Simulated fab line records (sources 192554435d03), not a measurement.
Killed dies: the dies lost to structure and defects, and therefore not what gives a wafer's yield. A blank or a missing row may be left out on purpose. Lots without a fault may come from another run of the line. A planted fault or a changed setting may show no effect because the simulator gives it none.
Chamber matching | flow n5 finfet | 4 sister chambers for N5_HKMG_FIN_ALD_21 on ald metal-01
The step deposits TiN, target thk 1.5 nm, pulse time 1 s, purge time 3 s. 8 wafers are shown with their chamber, then 8 later ones without.

WAFERS PAIRED WITH THEIR CHAMBERS
wafer  | chamber | heater power w (W) | precursor pulse height rel
L074.3 | 0       | 901                | 1.032
L079.1 | 3       | 806                | 1.011
L079.2 | 0       | 893                | 1.044
L082.6 | 2       | 997                | 0.998
L085.1 | 1       | 928                | 0.967
L085.4 | 3       | 804                | 0.999
L085.5 | 1       | 901                | 1.015
L087.1 | 2       | 991                | 1.026

WAFERS WITHOUT THEIR CHAMBER
wafer  | heater power w (W) | precursor pulse height rel
L087.3 | 915                | 1.033
L087.5 | 914                | 0.980
L094.2 | 1005               | 1.011
L094.3 | 905                | 1.026
L094.4 | 811                | 1.011
L095.1 | 926                | 1.024
L095.4 | 998                | 1.010
L095.5 | 819                | 0.989

WHICH CHAMBER EACH ONE RAN IN
wafer  | from the rows above     | in truth
L087.3 | can't be placed: 0 or 1 | 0
L087.5 | 1                       | 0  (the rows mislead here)
L094.2 | 2                       | 2
L094.3 | can't be placed: 0 or 1 | 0
L094.4 | 3                       | 3
L095.1 | can't be placed: 1 or 0 | 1
L095.4 | 2                       | 2
L095.5 | 3                       | 3
4 of 8 placed correctly. Can't be placed from these rows: 3 (the true chamber is among the candidates in 3). Placed wrongly: 1.
How it was worked out, from the rows above alone: a wafer's distance from a chamber is the root of the sum, over the readings, of the square of ((its reading less the chamber's mean) divided by the reading's scatter). If the next closest chamber is less than 2 further off than the closest, the wafer can't be placed; otherwise it belongs to the closest. A chamber's mean is the mean of its shown wafers. How the scatter is found: for the shown wafers, subtract from each reading the mean of its chamber, square and add these, divide the total by (wafers less chambers), then take the root.
